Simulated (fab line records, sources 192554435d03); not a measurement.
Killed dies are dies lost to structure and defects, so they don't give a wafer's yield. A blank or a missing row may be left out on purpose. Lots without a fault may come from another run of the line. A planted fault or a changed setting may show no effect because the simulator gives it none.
A struck lot beside a sound one | flow n5_finfet | 13 steps out of a route of 1938
Sound: wafers L564.1, L564.2, L564.5. Struck: wafers L574.2, L574.6. The cause comes at the end.
At each step with rows: each side's tool, then ch and its chambers, then its first start. Under that, the readings that differ: sound wafers | struck wafers | difference of the means | sigmas: that difference in standard deviations of wafers without a fault.
alike: readings whose means differ by less than 2 such deviations, and words and numbers that are the same on both sides. not compared: withheld readings, readings that some wafer has no value for, bounds like >300 that may hide the same value, and numbers for which the record gives no deviation and whose values overlap.
The two part at a step that has a row with sigmas, a row that says differs or no value, or rows on one side only. Numbers that don't overlap but have no deviation are shown without sigmas and don't part them. A reading that every wafer of one side lacks parts them only if that side has two wafers or more.

N5_MOL_CONTACT_COAG_SPUTTER_143: material Co, target thk 2.5 nm.
  sound on pvd_sputter-01, day 5 07:39; struck on pvd_sputter-02, day 7 22:38
  alike: throttle_valve_pct
N5_MOL_CONTACT_COAG_CO_FILL_22: material Co, precursor CCTBA/H2, target thk 20 nm.
  sound on cvd_co-02 ch 0,1, day 5 07:46; struck on cvd_co-02 ch 0, day 7 22:45
  alike: heater_power_w
then, 1 step without rows for these wafers: N5_MOL_CONTACT_COAG_ANNEAL_113 (time 300 s).
N5_MOL_CONTACT_COAG_PRE_CLEAN_142: time 60 s.
  sound on pvd_sputter-01, day 5 11:01; struck on pvd_sputter-01, day 8 01:16
  alike: heater_power_w
then, 3 steps without rows for these wafers: N5_MOL_CONTACT_COAG_SPUTTER_130 (material Co, target thk 47.5 nm); N5_MOL_CONTACT_COAG_PRECLEAN_125 (cleans in DIW, time 57.5 s); N5_MOL_CONTACT_COAG_SRD_126 (dry time 32 s).
N5_MOL_CONTACT_COAG_CMP_23: polishes, stops on SiO2, t overpolish 1.5 s, target thk 0 nm.
  sound on cmp-01 ch 1,2,3, day 5 11:20; struck on cmp-02 ch 0,1, day 8 01:34
  alike: motor_current_A, overpolish_run_s, time_to_endpoint_s
then, 2 steps without rows for these wafers: N5_MOL_CONTACT_COAG_WET_ETCH_26 (target Co, target depth 13 nm); N5_MOL_CONTACT_COAG_WET_ETCH_116 (etches the open film in SC1-inhibited, target depth 4.6 nm, rinse time 30 s).
N5_MOL_CONTACT_COAG_ALD_27: deposits SiOC, target thk 17 nm, pulse time 1.5 s, time 2720 s.
  sound on ald_sin-01 ch 2,3, day 5 12:04; struck on ald_sin-04 ch 0,3, day 8 02:19
  reading                                           | sound                | struck        | difference | sigmas
  ald_cycles                                        | 340 340 340          | 506 506       | +166       |
  run_length_s (s)                                  | 2768.7 2770.3 2768.8 | 4098.8 4097.4 | +1328.8    | +99 or more
  time_s (s)                                        | 2720 2720 2720       | 4048 4048     | +1328      |
  model.SiOC_of_MOL_CONTACT_COAG_ALD_27.thk_nm (nm) | 17 16.8 17           | 25.4 25.4     | +8.5       |
  alike: heater_power_w, precursor_pulse_height_rel
N5_MOL_CONTACT_COAG_CMP_28: polishes, stops on SiNx, t overpolish 0.85 s, target thk 14.522 nm.
  sound on cmp-02 ch 0,1, day 5 13:38; struck on cmp-04 ch 1, day 8 03:55
  alike: motor_current_A
-- the record jumps here: 3 days lie between the struck wafers' starts before and after (it left off in module MOL_CONTACT_COAG and takes up again in module BEOL_M4, whose first step shown is number 1111 of the route) --
N5_BEOL_M4_RC_MEAS_101:
  sound on prober-01 ch 0, day 8 10:20; struck on prober-02 ch 0, day 11 01:13
  reading       | sound          | struck    | difference | sigmas
  SS_P (mV/dec) | 73.6 74.0 73.5 | 72.6 72.2 | -1.3       | -2
  alike: DIBL_N, DIBL_P, IOFF_N, IOFF_P, ION_N, ION_P, SS_N, VT_N, VT_P

WHERE THEY PART
First at N5_MOL_CONTACT_COAG_ALD_27; last, within this record, at N5_BEOL_M4_RC_MEAS_101.

WHY: what the simulator had put in
Process parameter drift: ald_sin-04, from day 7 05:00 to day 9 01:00, at N5_MOL_CONTACT_COAG_ALD_27. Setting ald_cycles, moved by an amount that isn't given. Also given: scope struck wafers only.
